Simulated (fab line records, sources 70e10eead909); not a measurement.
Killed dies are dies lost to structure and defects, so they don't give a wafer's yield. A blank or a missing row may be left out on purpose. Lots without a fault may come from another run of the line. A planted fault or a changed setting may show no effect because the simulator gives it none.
Which tool did it? | flow nand_harc | 6 lots, 18 wafers sampled, at 5 steps of a route of 1159

WHAT THE GAUGES READ, wafer by wafer
NHARC_END_SORT_01.
lot  | measured     | on        | killed_at_array
L205 | day 22 17:15 | prober-02 | 90 89 88

WHICH TOOL RAN EACH LOT (tool, then ch and the chambers of the sampled wafers, then the start)
lot  | NHARC_A_BONDPAD_ETCH_24                       | NHARC_A_BONDPAD_DEGAS_25     | NHARC_A_BONDPAD_ECD_18         | NHARC_THIN_TSV_ETCH_44
L201 | rie_diel-03 ch 0,1, day 18 03:13 or earlier   | pvd_sputter-03, day 18 03:13 | ecd_cu-01 ch 0,1, day 18 03:40 | rie_diel-08 ch 0,1,2, day 18 20:29
L202 | rie_diel-11 ch 0,1,2, day 18 12:11 or earlier | pvd_sputter-03, day 18 12:11 | ecd_cu-01 ch 0,1, day 18 12:32 | rie_diel-06 ch 1,3, day 19 07:22
L208 | rie_diel-03 ch 0,1, day 19 20:42 or earlier   | pvd_sputter-02, day 19 20:42 | ecd_cu-02 ch 0,1, day 19 21:10 | rie_diel-10 ch 2,3, day 20 11:35
L207 | rie_diel-03 ch 0,1, day 20 07:00 or earlier   | pvd_sputter-01, day 20 07:00 | ecd_cu-01 ch 0,1, day 20 07:21 | rie_diel-08 ch 1,2, day 20 20:08
L205 | rie_diel-03 ch 0,2,3, day 21 14:14 or earlier | pvd_sputter-01, day 21 14:14 | ecd_cu-01 ch 0,1, day 21 14:43 | rie_diel-06 ch 0,1,2, day 22 04:01
L217 | rie_diel-13 ch 0,2,3, day 22 17:59 or earlier | pvd_sputter-03, day 22 17:59 | ecd_cu-02 ch 0,1, day 22 18:23 | rie_diel-08 ch 1,2,3, day 23 06:47
- NHARC_A_BONDPAD_ETCH_24: etches the open film in CF4/N2, target depth 30 nm, time 72.99 s.
- NHARC_A_BONDPAD_DEGAS_25: time 60 s.
- NHARC_A_BONDPAD_ECD_18: material Cu, target thk 400 nm.
- NHARC_THIN_TSV_ETCH_44: etches the open film in CF4/O2, target depth 1594.2 nm, time 797.1 s.

THE ANSWER, worked out from the rows above alone
Rule: what is usual is taken from the lots themselves. Put in order of their means at a reading, lots are off if they are a third of the lots or fewer, leave a main group of 4 or more, and stand apart from it by a gap of 3 or more times the standard deviation of the main group's means; of several such gaps the widest counts. A main group whose means are all the same, to the digits that the tables above print for the reading, isn't used. A lot without any number at a reading at which 4 lots or more have one is off too. The other lots that the step has rows for count as sound.
No lot is off at any reading shown: from this, nothing can be told.

WHAT THE SIMULATOR HAD PUT IN
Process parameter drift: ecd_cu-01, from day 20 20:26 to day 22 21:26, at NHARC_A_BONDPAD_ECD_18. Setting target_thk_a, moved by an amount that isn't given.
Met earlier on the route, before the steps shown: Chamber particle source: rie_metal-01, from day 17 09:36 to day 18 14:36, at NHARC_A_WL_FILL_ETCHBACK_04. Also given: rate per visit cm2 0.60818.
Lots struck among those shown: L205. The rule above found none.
